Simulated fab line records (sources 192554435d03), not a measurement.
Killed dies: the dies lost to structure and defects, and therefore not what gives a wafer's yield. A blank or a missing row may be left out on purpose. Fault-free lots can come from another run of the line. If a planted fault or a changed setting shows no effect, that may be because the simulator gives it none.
Split-lot trial -- flow n5-finfet -- 7 lots, 21 wafers read, on a route of 1938 steps

## ABOUT THE SPLIT
At N5_BEOL_M0_SAQP_ETCH_84 (etches SOC in N2/H2, target depth 100 nm, overetch 20 nm, time 150 s), the setting time-s was moved away from the recipe's 150 s on 10 of the 21 wafers read, by -22.4% to +19.3%. All remaining wafers had this setting at the recipe value.

The split's own step is where the reading is taken.

## THE READING
SiARC_of_BEOL_M0_SAQP_COAT_82.thk-nm (the simulator's own value, which no gauge read), in nm, at N5_BEOL_M0_SAQP_ETCH_84 (etches SOC in N2/H2, target depth 100 nm, overetch 20 nm, time 150 s). The file does not state a usual value for it. Here, 11 wafers ran the recipe; their average is 24.1 nm with a standard deviation of 0.13 nm.

wafer,"tool, chamber at the split","time-s as run, s",against the recipe,"SiARC_of_BEOL_M0_SAQP_COAT_82.thk-nm, nm",against lot-mates on the recipe
L077.1,"rie-diel-04, 3",150,recipe,24.2,-
L077.2,"rie-diel-04, 1",178.9,+19.3%,23.2,-1.0
L077.6,"rie-diel-04, 2",178.9,+19.3%,23.4,-0.8
L081.2,"rie-diel-04, 3",122.2,-18.5%,25.2,+0.8
L081.4,"rie-diel-04, 2",122.2,-18.5%,25.6,+1.2
L081.5,"rie-diel-04, 2",150,recipe,24.4,-
L083.4,"rie-diel-01, 2",150,recipe,24.2,-
L083.5,"rie-diel-01, 1,0",150,recipe,24,-
L083.6,"rie-diel-01, 1,0",150,recipe,24,-
L084.1,"rie-diel-05, 1,2",116.4,-22.4%,25.4,+1.4
L084.4,"rie-diel-05, 1,2",116.4,-22.4%,25.4,+1.4
L084.6,"rie-diel-05, 1",150,recipe,24,-
L088.1,"rie-diel-04, 1,0",150,recipe,24.2,-
L088.5,"rie-diel-04, 1,0",150,recipe,24.2,-
L088.2,"rie-diel-04, 2",175.3,+16.9%,23.8,-0.4
L090.2,"rie-diel-01, 2",167.2,+11.5%,23.6,-0.4
L090.3,"rie-diel-01, 1",167.2,+11.5%,23.4,-0.6
L090.6,"rie-diel-01, 1",150,recipe,24,-
L092.1,"rie-diel-04, 0",150,recipe,24.2,-
L092.4,"rie-diel-04, 1",173.8,+15.9%,23.2,-0.9
L092.5,"rie-diel-04, 3",150,recipe,24,-
The file does not say which wafer passed through which chamber wherever a row lists several chambers: such a row stands for several wafers.

THE FIT
A straight line over all 21 wafers: SiARC_of_BEOL_M0_SAQP_COAT_82.thk-nm changes by -0.0531 nm for each +1% of time-s; r = -0.96; the points scatter about the line by 0.2 nm.
The same after taking each lot's own level away (the mean of its wafers on the recipe; 21 wafers): -0.0519 nm for each +1%; r = -0.97; scatter 0.16 nm.
On that fit, the largest move of time-s shifts the reading by 1.2 nm.
From 24.00 to 24.40 nm: that is the span of the lots' own levels, equal to 3.1 times the standard deviation above.
Consequently the slope shifts little with the lot-to-lot level, the two slopes agreeing.
Check: +1.18 nm against its lot-mates is what the line predicts for one of the wafers moved furthest among these (-22.4%) when that wafer is left out of the fit. Against them it came out at +1.4 nm.

## THE OTHER SPLITS THESE WAFERS WENT THROUGH
Note: prior to the reading, these wafers also went through further splits. Each is held against what the fit with the lots' levels taken away leaves over:
other split on the same wafers,wafers away from the commonest value,r with SiARC_of_BEOL_M0_SAQP_COAT_82.thk-nm (lot level and that fit taken away)
N5_HKMG_FIN_COAT_42 spin-rpm,10,-0.12
N5_HKMG_FIN_ETCH_54 source-w,6,+0.12
N5_MOL_CONTACT_COAG_ETCH_110 bias-w,6,+0.06
N5_MOL_CONTACT_COAG_ETCHBACK_135 time-s,6,+0.01

## THE WHOLE CHAIN: every reading that the file lists as answering this split, in the file's order
step,what it does,reading,change (the file's fit),r (the file's)
N5_BEOL_M0_SAQP_ETCH_84,"etches SOC in N2/H2, target depth 100 nm, overetch 20 nm, time 150 s","SiARC_of_BEOL_M0_SAQP_COAT_82.thk-nm (the simulator's own value, which no gauge read)",-0.0499 nm for each +1% of the setting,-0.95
N5_BEOL_M0_SAQP_HM_OPEN_112,"chemistry CHF3/O2, target SiO2, stops on a-Si, target depth 12 nm, time 13.5 s","etch.depth-nm (the simulator's own value, which no gauge read)","not straight: 11.91 at the lowest setting, 12.07 at the recipe, 10.73 at the highest",not given

## THE FILE'S OWN FIT
SiARC_of_BEOL_M0_SAQP_COAT_82.thk-nm changes by -0.0499 nm for each +1% of time-s, r = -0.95.
